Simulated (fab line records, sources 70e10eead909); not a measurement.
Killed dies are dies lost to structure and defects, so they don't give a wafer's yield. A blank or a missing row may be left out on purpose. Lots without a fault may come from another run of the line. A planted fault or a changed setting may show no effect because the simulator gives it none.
Chamber matching | flow nand_harc | NHARC_THIN_TSV_ETCHBACK_48 on rie_diel-10: 4 sister chambers
The step etches the open film in C4F8/Ar, target depth 1028.5 nm, time 405.17 s. 8 wafers are shown with their chamber, then 7 later ones without.

WAFERS WITH THEIR CHAMBER
wafer  | chamber | rf_vpp_V (V) | oes_product_au (a.u.)
L983.1 | 0       | 542.9        | 0.917
L983.2 | 3       | 548.5        | 0.909
L984.4 | 1       | 543.7        | 0.930
L984.5 | 3       | 548.5        | 0.909
L985.3 | 0       | 540.6        | 0.909
L985.5 | 2       | 545.4        | 0.943
L986.1 | 1       | 544.5        | 0.935
L986.4 | 2       | 545.0        | 0.936

WAFERS WITHOUT THEIR CHAMBER
wafer  | rf_vpp_V (V) | oes_product_au (a.u.)
L986.5 | 543.7        | 0.917
L998.1 | 543.5        | 0.934
L998.2 | 543.5        | 0.931
L998.6 | 546.8        | 0.901
L103.2 | 546.1        | 0.930
L103.3 | 541.9        | 0.903
L103.5 | 541.6        | 0.904

WHICH CHAMBER EACH WENT THROUGH
wafer  | from the rows above     | in truth
L986.5 | can't be placed: 0 or 1 | 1
L998.1 | can't be placed: 1 or 2 | 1
L998.2 | 1                       | 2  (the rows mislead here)
L998.6 | 3                       | 3
L103.2 | can't be placed: 1 or 2 | 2
L103.3 | 0                       | 0
L103.5 | 0                       | 0
Placed correctly: 3 of 7. Can't be placed from these rows: 3 (the true chamber is among the candidates in 3). Placed wrongly: 1.
How it was worked out, from the rows above alone: a wafer's distance from a chamber is the root of the sum, over the readings, of the square of ((its reading less the chamber's mean) divided by the reading's scatter). The wafer belongs to the nearest chamber; if the next one is less than 2 further off, it can't be placed. A chamber's mean is the mean of its shown wafers. The scatter: the root of (the sum of the squares of (reading less its chamber's mean) over the shown wafers, divided by (wafers less chambers)).
